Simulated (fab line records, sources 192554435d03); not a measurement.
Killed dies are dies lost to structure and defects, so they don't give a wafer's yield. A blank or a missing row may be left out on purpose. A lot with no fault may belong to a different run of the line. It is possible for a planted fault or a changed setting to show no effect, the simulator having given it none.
Problem report in the 8D (eight disciplines) form, filled by code || flow n5_finfet || the parts of the form that need people (team, actions taken, sign-off) are left out

== 1. WHAT WENT WRONG ==
Mean of etch_rf_on_time_s at N5_BEOL_M0_SAQP_ETCH_73: 37.9 s across 2 wafers in 2 lots; on wafers with no fault it is 32.0 s (standard deviation 0.53). Measured from the usual mean, that is +11 standard deviations.
The step: etches SiARC in CF4, target depth 19.5 nm, time 32.5 s.
First observed at day 7 19:32: wafer L566.4, on rie_diel-03. The record holds 25 wafers of 9 lots with a number at this step. By rule, "out" or "out of limits" means more than 4 standard deviations away from the usual mean. The rest of the wafers with a number are treated as sound.

== 2. WHAT IT IS AND WHAT IT IS NOT ==
{"question": "which readings at this step", "is": "etch_rf_on_time_s", "is not": "drypump_motor_current_A, oes_product_au, rf_vpp_V, showerhead_plenum_p_Torr, throttle_valve_pct"}
{"question": "which lots", "is": "L566, L567", "is not": "L558, L560, L571, L572, L575, L577, L580"}
{"question": "which wafers of those lots", "is": "L566.4, L567.6", "is not": "L566.3, L567.2"}
{"question": "read on which tools", "is": "rie_diel-03", "is not": "rie_diel-01, rie_diel-04"}
{"question": "when", "is": "from day 7 19:32", "is not": "up to then (7 sound wafers); but 16 sound wafers of L567, L571, L572, L575, L577, L580 came after"}

== 3. THE SUSPECTS, EACH WITH WHAT RULES IT OUT ==
Counting: a tool at a process step up to the reading stays a suspect if it ran every lot that is out. Sound lots after the first of them don't rule it out here, since some wafers of a struck lot are sound.
- ald_sin-03 at N5_BEOL_M0_SAQP_SPACER2_ALD_26 (deposits SiO2, target thk 15 nm, pulse time 1 s, purge time 2 s): kept. Every lot that is out went through it, the first being L566 (day 7 18:04); the last sound lot it ran before that was L558 (day 5 15:49).
- rie_diel-03 at N5_BEOL_M0_SAQP_ETCH_73 (etches SiARC in CF4, target depth 19.5 nm, time 32.5 s): kept. It ran every lot that is out, first L566 (day 7 19:32). Its own readings are out on those wafers: etch_rf_on_time_s.
Remaining after the count are ald_sin-03 at N5_BEOL_M0_SAQP_SPACER2_ALD_26 and rie_diel-03 at N5_BEOL_M0_SAQP_ETCH_73.

== 4. THE CAUSE (what the simulator had put in) ==
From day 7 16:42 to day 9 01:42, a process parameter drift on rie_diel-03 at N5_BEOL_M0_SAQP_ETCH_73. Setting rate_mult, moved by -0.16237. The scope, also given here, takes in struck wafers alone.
2 suspects survive the count, and this tool is in that group.

== 5. THE EFFECT CHAIN, in route order ==
Each row: a reading whose mean over the struck wafers that have a number lies more than 3 standard deviations from the usual. Scope: only readings with a usual standard deviation given in the record; hours: median across lots of the time from each lot's start at the first step in this table that gives one to its start at this step; sigmas: change in usual standard deviations.
{"hours": 0, "step": "N5_BEOL_M0_SAQP_ETCH_73", "reading": "etch_rf_on_time_s", "usual": "32.0 s", "on struck wafers": 37.9, "change": "+5.9", "sigmas": "+11"}
The process steps in it:
- N5_BEOL_M0_SAQP_ETCH_73: etches SiARC in CF4, target depth 19.5 nm, time 32.5 s.
At these later measuring or inspecting steps, every struck wafer for which the step has a row has a number for every such reading, and none has moved that far: N5_BEOL_M4_RC_MEAS_101.

== 6. HOW IT WOULD HAVE BEEN CAUGHT EARLIER ==
In this record the first reading out of limits was taken at day 7 19:32, 3 hours after the fault began at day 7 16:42.
